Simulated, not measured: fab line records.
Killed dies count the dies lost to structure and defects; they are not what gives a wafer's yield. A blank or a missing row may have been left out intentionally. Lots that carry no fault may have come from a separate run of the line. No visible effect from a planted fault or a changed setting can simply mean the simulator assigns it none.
Struck lot and sound lot, side by side + flow nand-harc + 42 out of 1159 route steps
Sound: the wafers L937.2, L937.4, L937.6. Wafers struck: L948.2, L948.4, L948.5. The cause is given at the end.
Each step with rows lists, per side, the tool, then ch with its chambers, then its first start. Under that, the readings that differ: sound wafers + struck wafers + difference of the means + sigmas: that difference in standard deviations of wafers without a fault.
alike: a reading whose means differ by less than 2 such deviations, as well as words and numbers matching on both sides. not compared: withheld readings; readings where some wafer has no value; bounds like >300 that might hide an equal value; numbers whose values overlap and for which the record gives no deviation.
The two part at a step that has a row with sigmas, a row that says differs or no value, or rows on one side only. When numbers do not overlap yet have no deviation, they are printed without sigmas and do not part them. A reading missing from all wafers of one side parts the sides only when that side holds two or more wafers.

NHARC_P_GATE_STRIP_101: strips in O2, time 20 s.
  sound on rie-diel-07 ch 0,3, day 6 02:31; struck on rie-diel-13 ch 1,3, day 8 21:08
  alike: drypump-motor-current-A, mfc-ar-sccm, oes-product-au, rf-vpp-V, showerhead-plenum-p-Torr, throttle-valve-pct
  not compared: rf-hours-counter-h
then, 11 steps without rows for these wafers: NHARC_P_GATE_PRECLEAN_97 (cleans in SPM, time 600 s); NHARC_P_GATE_SRD_98; NHARC_P_GATE_PRECLEAN_99 (cleans in SC1); NHARC_P_GATE_SRD_100; NHARC_P_GATE_DEHYDRATE_38 (time 120 s); NHARC_P_GATE_HMDS_39 (time 30 s); NHARC_P_GATE_COAT_40; NHARC_P_GATE_SOFTBAKE_41 (time 95 s); NHARC_P_GATE_EBR_42; NHARC_P_GATE_EXPOSE_43 (exposes mask P NSD, target cd 720 nm); NHARC_P_GATE_PEB_44 (peb time 85 s).
NHARC_P_GATE_DEVELOP_45: time 70 s.
  sound on litho-track-03 ch 0, day 6 03:00; struck on litho-track-03 ch 0, day 8 21:00
then, 1 step without rows for these wafers: NHARC_P_GATE_HARDBAKE_47 (time 80 s).
NHARC_P_GATE_DESCUM_48: chemistry O2, time 3 s.
  sound on rie-diel-07 ch 0,1,2, day 6 03:38; struck on rie-diel-13 ch 0,1, day 8 22:06
| reading                 | sound           | struck            | difference | sigmas |
|-------------------------|-----------------|-------------------|------------|--------|
| model.P_GATE.cd-nm (nm) | 721 720.1 721.7 | 120.7 119.6 121.5 | -600.3     |        |
  alike: drypump-motor-current-A, mfc-ar-sccm, oes-product-au, rf-vpp-V, showerhead-plenum-p-Torr, throttle-valve-pct
  not compared: rf-hours-counter-h
then, 1 step without rows for these wafers: NHARC_P_GATE_IMPLANT_49.
NHARC_P_GATE_STRIP_111: strips in N2/H2, time 250 s.
  sound on plasma-asher-01 ch 0,1, day 6 04:02; struck on plasma-asher-01 ch 0,1, day 8 23:22
  alike: drypump-motor-current-A, heater-power-w, temp-c
  not compared: rf-hours-counter-h
NHARC_P_GATE_STRIP_75: strips in O2.
  sound on plasma-asher-01 ch 0,1, day 6 04:18; struck on plasma-asher-01 ch 0,1, day 8 23:40
  alike: drypump-motor-current-A, heater-power-w, temp-c
  not compared: rf-hours-counter-h
then, 12 steps without rows for these wafers: NHARC_P_GATE_STRIP_50 (strips in SPM, time 900 s); NHARC_P_GATE_DEHYDRATE_51 (time 120 s); NHARC_P_GATE_HMDS_52 (time 30 s); NHARC_P_GATE_COAT_53; NHARC_P_GATE_SOFTBAKE_54 (time 95 s); NHARC_P_GATE_EBR_55; NHARC_P_GATE_EXPOSE_56 (exposes mask P PSD, target cd 720 nm); NHARC_P_GATE_PEB_57 (peb time 85 s); NHARC_P_GATE_DEVELOP_58 (time 70 s); NHARC_P_GATE_HARDBAKE_60 (time 80 s); NHARC_P_GATE_DESCUM_61 (chemistry O2, time 3 s); NHARC_P_GATE_IMPLANT_62.
NHARC_P_GATE_STRIP_112: strips in N2/H2, time 200 s.
  sound on plasma-asher-02 ch 0,1, day 6 05:40; struck on plasma-asher-02 ch 0,1, day 9 01:02
  alike: drypump-motor-current-A, heater-power-w, temp-c
  not compared: rf-hours-counter-h
NHARC_P_GATE_STRIP_76: strips in O2.
  sound on plasma-asher-02 ch 0,1, day 6 05:53; struck on plasma-asher-02 ch 0,1, day 9 01:18
  alike: drypump-motor-current-A, heater-power-w, temp-c
  not compared: rf-hours-counter-h
then, 8 steps without rows for these wafers: NHARC_P_GATE_STRIP_63 (strips in SPM, time 900 s); NHARC_P_GATE_DEHYDRATE_83 (time 120 s); NHARC_P_GATE_HMDS_84 (time 30 s); NHARC_P_GATE_COAT_85; NHARC_P_GATE_SOFTBAKE_86 (time 95 s); NHARC_P_GATE_EBR_87; NHARC_P_GATE_EXPOSE_88 (exposes mask P HVN, target cd 2000 nm); NHARC_P_GATE_PEB_89 (peb time 85 s).
NHARC_P_GATE_DESCUM_93: chemistry O2, time 3 s.
  sound on rie-diel-07 ch 0,1,2, day 6 06:58; struck on rie-diel-07 ch 0,2, day 9 02:22
| reading                 | sound          | struck            | difference | sigmas |
|-------------------------|----------------|-------------------|------------|--------|
| model.P_GATE.cd-nm (nm) | 2003 2002 2002 | 120.7 119.6 121.5 | -1881.7    |        |
  alike: drypump-motor-current-A, mfc-ar-sccm, oes-product-au, rf-vpp-V, showerhead-plenum-p-Torr, throttle-valve-pct
  not compared: rf-hours-counter-h
-- record jumps: 14 days between struck wafers' starts before vs after; left off in module P_GATE, resumes in module END, first step shown is number 1159 of the route --
NHARC_END_SORT_01:
  at this point the record logs the struck wafers (prober-01 ch 0, day 23 13:18) and has no rows for the sound ones

## WHERE THEY PART
Within this record, at NHARC_END_SORT_01 only.

WHY: what the simulator had put in
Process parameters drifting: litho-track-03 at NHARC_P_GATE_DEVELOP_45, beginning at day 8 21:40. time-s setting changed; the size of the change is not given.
